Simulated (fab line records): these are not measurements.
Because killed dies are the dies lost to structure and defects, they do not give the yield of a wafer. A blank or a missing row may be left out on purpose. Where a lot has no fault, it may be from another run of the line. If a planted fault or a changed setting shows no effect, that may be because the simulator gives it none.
One fault through the eyes of 2 desks + flow n5-finfet + each desk has only its own numbers; what lay behind them comes last

FOR THE TOOL OWNER'S DESK: pvd-sputter-01
The tool's own readings at N5_MOL_CONTACT_COAG_SPUTTER_130 (material Co, target thk 47.5 nm): means of the sampled wafers that have a number, for each lot that ran on this tool. The brackets show how far a lot's mean lies from the usual mean; more than 4 standard deviations puts the lot out of limits, marked OUT.
Columns: A = throttle-valve-pct at N5_MOL_CONTACT_COAG_SPUTTER_130, usual 29.6 %
| lot  | first seen here | A    |
|------|-----------------|------|
| L975 | day 5 00:05     | 29.6 |
| L981 | day 6 16:52     | 29.7 |
| L983 | day 7 01:41     | 29.9 |
| L984 | day 7 05:04     | 29.5 |
| L988 | day 8 00:08     | 29.0 |
| L996 | day 10 17:02    | 29.3 |
This desk's finding: nothing out of limits on any of the 6 lots.

FROM THE METROLOGY DESK
What the gauges read for every lot (on any tool): the sampled wafers with a number, averaged. The brackets show how far a lot's mean lies from the usual mean; more than 4 standard deviations puts the lot out of limits, marked OUT. Of its 11 readings 7 are shown: those that lie furthest out on some lot.
Columns: A = cd-nm at N5_MOL_CONTACT_COAG_CD_MEAS_99, usual 17.1 nm; B = IOFF_N at N5_BEOL_M4_RC_MEAS_101, usual 0.155 nA/um; C = ION_N at N5_BEOL_M4_RC_MEAS_101, usual 672 uA/um; D = ION_P at N5_BEOL_M4_RC_MEAS_101, usual 461 uA/um; E = SS_P at N5_BEOL_M4_RC_MEAS_101, usual 73.2 mV/dec; F = VT_N at N5_BEOL_M4_RC_MEAS_101, usual 250.4 mV; G = VT_P at N5_BEOL_M4_RC_MEAS_101, usual -251.0 mV
| lot  | first seen here | A    | B     | C   | D   | E    | F     | G      |
|------|-----------------|------|-------|-----|-----|------|-------|--------|
| L975 | day 4 19:02     | 17.2 | 0.125 | 663 | 449 | 72.6 | 253.0 | -257.1 |
| L981 | day 6 11:37     | 16.9 | 0.147 | 673 | 456 | 72.9 | 251.3 | -253.5 |
| L983 | day 6 18:16     | 17.1 | 0.192 | 684 | 466 | 73.3 | 248.2 | -248.1 |
| L984 | day 7 00:07     | 17.1 | 0.111 | 648 | 451 | 72.3 | 257.2 | -252.3 |
| L988 | day 7 21:07     | 17.1 | 0.165 | 677 | 462 | 73.4 | 249.0 | -253.5 |
| L996 | day 10 08:42    | 17.1 | 0.138 | 675 | 465 | 72.3 | 252.2 | -250.1 |
| L998 | day 10 18:05    | 17.7 | 0.171 | 670 | 457 | 73.8 | 248.5 | -250.8 |
This desk's finding: nothing out of limits on any of the 7 lots.

ALL TOGETHER
The desk of the tool owner found nothing out of limits.
From the metrology desk's view, nothing was out of limits.

WHAT WAS PUT IN BY THE SIMULATOR
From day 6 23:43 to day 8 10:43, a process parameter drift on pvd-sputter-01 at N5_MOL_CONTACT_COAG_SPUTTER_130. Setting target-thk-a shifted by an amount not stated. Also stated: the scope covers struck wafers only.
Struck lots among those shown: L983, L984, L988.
